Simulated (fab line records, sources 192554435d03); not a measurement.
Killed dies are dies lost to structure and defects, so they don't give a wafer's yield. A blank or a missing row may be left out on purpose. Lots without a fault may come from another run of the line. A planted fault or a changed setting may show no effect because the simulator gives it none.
Chamber matching | flow n5_finfet | N5_BEOL_M3_PRE_CLEAN_60 on cvd_co-01: 3 sister chambers
The step time 15 s. 3 wafers are shown with their chamber, then 10 later ones without.

WAFERS WITH THEIR CHAMBER
wafer  | chamber | heater_power_w (W)
L092.1 | 1       | 71
L094.1 | 2       | 89
L094.2 | 0       | 82

WAFERS WITHOUT THEIR CHAMBER
wafer  | heater_power_w (W)
L094.3 | 67
L094.4 | 89
L094.5 | 68
L094.6 | 81
L096.1 | 68
L096.4 | 83
L096.5 | 90
L097.2 | 81
L097.4 | 83
L097.5 | 90

WHICH CHAMBER EACH WENT THROUGH
wafer  | from the rows above | in truth
L094.3 | 1                   | 1
L094.4 | 2                   | 2
L094.5 | 1                   | 1
L094.6 | 0                   | 0
L096.1 | 1                   | 1
L096.4 | 0                   | 0
L096.5 | 2                   | 2
L097.2 | 0                   | 0
L097.4 | 0                   | 0
L097.5 | 2                   | 2
Placed correctly: 10 of 10. Can't be placed from these rows: 0. Placed wrongly: 0.
How it was worked out, from the rows above alone: a wafer's distance from a chamber is the root of the sum, over the readings, of the square of ((its reading less the chamber's mean) divided by the reading's scatter). The wafer belongs to the nearest chamber; if the next one is less than 2 further off, it can't be placed. A chamber's mean is the mean of its shown wafers. The scatter: with one shown wafer a chamber, the root of the mean of the squares of how far each hidden wafer lies from its nearest shown one.
